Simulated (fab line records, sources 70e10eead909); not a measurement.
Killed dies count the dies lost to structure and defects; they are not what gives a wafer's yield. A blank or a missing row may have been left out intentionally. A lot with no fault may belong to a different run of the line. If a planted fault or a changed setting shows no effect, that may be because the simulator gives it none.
Matching of chambers	flow nand harc	4 sister chambers for NHARC_A_DECK1_JOINT_CMP_13 on cmp-01
The step polishes, target thk 51.023 nm. 4 wafers are shown with their chamber, then 7 later ones without.

== EACH WAFER AND ITS CHAMBER ==
wafer	chamber	motor current A (A)
L999.2	3	10.2
L999.5	2	11.4
L101.1	0	12.4
L101.4	1	12.9

== WAFERS MISSING THEIR CHAMBER ==
wafer	motor current A (A)
L101.6	11.1
L108.1	11.5
L108.3	11.6
L108.4	10.9
L110.1	10.6
L110.3	11.4
L110.4	13.6

== THE CHAMBER EACH PASSED THROUGH ==
wafer	from the rows above	in truth
L101.6	can't be placed: 2 or 3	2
L108.1	2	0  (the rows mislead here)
L108.3	can't be placed: 2 or 0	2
L108.4	can't be placed: 2 or 3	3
L110.1	can't be placed: 3 or 2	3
L110.3	2	2
L110.4	can't be placed: 1 or 0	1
Placed correctly: 1 of 7. From these rows, 5 cannot be placed; in 5 the true chamber is one of the candidates. Number placed wrongly: 1.
How it was worked out, from the rows above alone: a wafer's distance from a chamber is the root of the sum, over the readings, of the square of ((its reading less the chamber's mean) divided by the reading's scatter). If the next closest chamber is less than 2 further off than the closest, the wafer can't be placed; otherwise it belongs to the closest. The mean given for a chamber averages the wafers shown for that chamber. The scatter: root of mean squared gap, hidden wafer to nearest shown wafer, with one shown wafer a chamber.
